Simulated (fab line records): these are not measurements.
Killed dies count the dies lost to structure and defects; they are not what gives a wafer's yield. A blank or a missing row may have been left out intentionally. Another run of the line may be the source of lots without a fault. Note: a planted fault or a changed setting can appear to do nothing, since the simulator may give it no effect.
Matching of chambers + flow nand_harc + NHARC_A_SGD_CUT_DESCUM_14 on rie_diel-11: 4 sister chambers
The step chemistry O2, time 3 s. 14 wafers are shown with their chamber, then 7 later ones without.

## WAFERS PAIRED WITH THEIR CHAMBERS
| wafer  | chamber | drypump_motor_current_A (A) | showerhead_plenum_p_Torr (Torr) | oes_product_au (a.u.) |
|--------|---------|-----------------------------|---------------------------------|-----------------------|
| L075.3 | 1       | 5.6                         | 2.03                            | 1.004                 |
| L075.4 | 3       | 5.6                         | 2.06                            | 1.005                 |
| L075.6 | 1       | 5.6                         | 2.03                            | 1.006                 |
| L077.1 | 2       | 4.6                         | 2.05                            | 1.012                 |
| L077.2 | 1       | 5.6                         | 2.03                            | 1.004                 |
| L077.4 | 3       | 5.6                         | 2.06                            | 1.000                 |
| L079.1 | 1       | 5.6                         | 2.03                            | 1.000                 |
| L079.5 | 0       | 5.5                         | 2.05                            | 0.992                 |
| L079.6 | 3       | 5.7                         | 2.06                            | 0.995                 |
| L086.2 | 1       | 5.7                         | 2.02                            | 1.002                 |
| L086.4 | 2       | 4.7                         | 2.05                            | 1.009                 |
| L086.6 | 1       | 5.6                         | 2.02                            | 1.000                 |
| L085.3 | 2       | 4.7                         | 2.05                            | 1.001                 |
| L085.4 | 3       | 5.6                         | 2.06                            | 0.996                 |

SIGNATURES (averages over the wafers above)
| reading                  | chamber 0 | chamber 1 | chamber 2 | chamber 3 | scatter within a chamber |
|--------------------------|-----------|-----------|-----------|-----------|--------------------------|
| drypump_motor_current_A  | 5.500     | 5.617     | 4.667     | 5.625     | 0.0474                   |
| showerhead_plenum_p_Torr | 2.0500    | 2.0267    | 2.0500    | 2.0600    | 0.00365                  |
| oes_product_au           | 0.99200   | 1.00267   | 1.00733   | 0.99900   | 0.00395                  |
Rule: for each reading, subtract the chamber's mean from the wafer's reading, divide by that reading's scatter and square the result; add these up over the readings and take the root, which gives the wafer's distance from the chamber. The wafer belongs to the nearest chamber; if the next one is less than 2 further off, it can't be placed. How the scatter is found: for the shown wafers, subtract from each reading the mean of its chamber, square and add these, divide the total by (wafers less chambers), then take the root.

## WAFERS WITHOUT THEIR CHAMBER
| wafer  | drypump_motor_current_A (A) | showerhead_plenum_p_Torr (Torr) | oes_product_au (a.u.) |
|--------|-----------------------------|---------------------------------|-----------------------|
| L085.5 | 5.5                         | 2.05                            | 0.996                 |
| L093.1 | 5.6                         | 2.02                            | 0.999                 |
| L093.2 | 5.6                         | 2.06                            | 1.005                 |
| L093.6 | 5.5                         | 2.05                            | 0.999                 |
| L096.2 | 5.5                         | 2.05                            | 1.004                 |
| L096.4 | 5.6                         | 2.02                            | 1.004                 |
| L096.6 | 5.6                         | 2.06                            | 0.993                 |

## WHICH CHAMBER EACH WENT THROUGH
| wafer  | from the rows above     | in truth |
|--------|-------------------------|----------|
| L085.5 | 0                       | 0        |
| L093.1 | 1                       | 1        |
| L093.2 | 3                       | 3        |
| L093.6 | 0                       | 0        |
| L096.2 | can't be placed: 0 or 3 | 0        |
| L096.4 | 1                       | 1        |
| L096.6 | can't be placed: 3 or 0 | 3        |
5 of 7 placed correctly. Cannot be placed on the basis of these rows: 2; the candidates contain the true chamber in 2. Number placed wrongly: 0.
